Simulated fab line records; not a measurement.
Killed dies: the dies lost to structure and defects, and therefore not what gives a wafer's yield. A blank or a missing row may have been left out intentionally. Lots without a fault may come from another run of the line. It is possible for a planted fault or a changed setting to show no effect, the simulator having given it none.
Matching of chambers | flow n5-finfet | 4 sister chambers for N5_BEOL_M6_STRIP_67 on rie-diel-01
The step strips in CF4. 8 wafers are shown with their chamber, then 12 later ones without.

WAFERS WITH THEIR CHAMBER
wafer  | chamber | throttle-valve-pct (%) | oes-product-au (a.u.)
L074.2 | 1       | 13.8                   | 0.69
L074.5 | 1       | 13.8                   | 0.69
L088.2 | 3       | 13.9                   | 0.71
L090.2 | 2       | 13.6                   | 0.86
L090.6 | 0       | 13.2                   | 0.82
L091.1 | 3       | 13.9                   | 0.70
L091.4 | 2       | 13.6                   | 0.86
L091.6 | 0       | 13.3                   | 0.81

WAFERS WHOSE CHAMBER IS MISSING
wafer  | throttle-valve-pct (%) | oes-product-au (a.u.)
L089.1 | 14.0                   | 0.70
L089.2 | 13.6                   | 0.86
L089.3 | 13.3                   | 0.94
L089.4 | 13.3                   | 0.82
L089.5 | 13.9                   | 0.70
L089.6 | 13.6                   | 0.86
L095.2 | 13.3                   | 0.80
L095.5 | 13.3                   | 0.91
L095.6 | 13.3                   | 0.80
L096.1 | 13.3                   | 0.80
L096.2 | 13.7                   | 0.85
L096.3 | 13.3                   | 0.90

WHICH CHAMBER EACH WENT THROUGH
wafer  | from the rows above | in truth
L089.1 | 3                   | 3
L089.2 | 2                   | 2
L089.3 | 2                   | 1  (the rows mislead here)
L089.4 | 0                   | 0
L089.5 | 3                   | 3
L089.6 | 2                   | 2
L095.2 | 0                   | 0
L095.5 | 2                   | 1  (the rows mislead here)
L095.6 | 0                   | 0
L096.1 | 0                   | 0
L096.2 | 2                   | 2
L096.3 | 2                   | 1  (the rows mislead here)
Placed correctly: 9 of 12. Not placeable from these rows: 0. Placed wrongly: 3.
How it was worked out, from the rows above alone: a wafer's distance from a chamber is the root of the sum, over the readings, of the square of ((its reading less the chamber's mean) divided by the reading's scatter). If the next closest chamber is less than 2 further off than the closest, the wafer can't be placed; otherwise it belongs to the closest. For every chamber, the mean is computed from those of its wafers that are shown. The scatter is the square root of a quotient: the sum, over the shown wafers, of each reading's squared deviation from its chamber's mean, divided by wafers minus chambers.
